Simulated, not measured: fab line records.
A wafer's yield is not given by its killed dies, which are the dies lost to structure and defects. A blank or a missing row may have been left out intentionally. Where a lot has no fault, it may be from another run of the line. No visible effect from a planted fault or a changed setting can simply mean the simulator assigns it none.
2 desks, one fault    flow n5 finfet    what lay behind the numbers comes last; until then each desk has only its own

== FROM THE METROLOGY DESK ==
Lot by lot, what the gauges showed, no matter which tool ran the lot: averages of those sampled wafers that carry a number. A lot is out of limits, marked OUT, if its mean lies more than 4 standard deviations from the usual mean; the brackets give that distance.
Columns: A = M7_RS at N5_BEOL_M7_RS_MEAS_57, usual 0.289 ohm/sq; B = M8_ILD_THK at N5_BEOL_M8_THK_MEAS_01, usual 154.9 nm; C = cd nm at N5_BEOL_M8_CD_MEAS_11, usual 38.8 nm; D = M8_OVL at N5_BEOL_M8_OVL_MEAS_12, usual -0.1 nm
lot   first seen here  A      B      C     D
L526  day 9 08:25      0.289  154.4  38.6  -1.0
L531  day 10 22:52     0.276  152.4  39.3  -0.6
L538  day 13 04:55     0.281  153.7  37.7  -0.2
L541  day 13 20:35     0.283  154.5  38.1  0.2
L543  day 14 01:04     0.291  153.9  38.4  0.4
L545  day 14 17:53     0.282  155.0  38.6  0.3
Result from this desk: across the 6 lots, nothing is out of limits.

== THE DEFECT DESK ==
Lot by lot, what the route's inspections counted, given as the mean of those sampled wafers with a number. A lot is out of limits, marked OUT, if its mean lies more than 4 standard deviations from the usual mean; the brackets give that distance.
Columns: A = raw defect count at N5_BEOL_M7_INSPECT_58, usual 75; B = raw defect count at N5_BEOL_M8_INSPECT_13, usual 425
lot   first seen here  A   B
L526  day 9 08:27      39  308
L531  day 10 22:53     82  400
L538  day 13 04:57     91  528
L541  day 13 20:37     63  349
L543  day 14 01:05     76  372
L545  day 14 17:55     58  329
Result from this desk: across the 6 lots, nothing is out of limits.

== PUT TOGETHER ==
The metrology desk saw nothing out of limits.
Nothing out of limits was seen by the defect desk.

== WHAT THE SIMULATOR HAD INSERTED ==
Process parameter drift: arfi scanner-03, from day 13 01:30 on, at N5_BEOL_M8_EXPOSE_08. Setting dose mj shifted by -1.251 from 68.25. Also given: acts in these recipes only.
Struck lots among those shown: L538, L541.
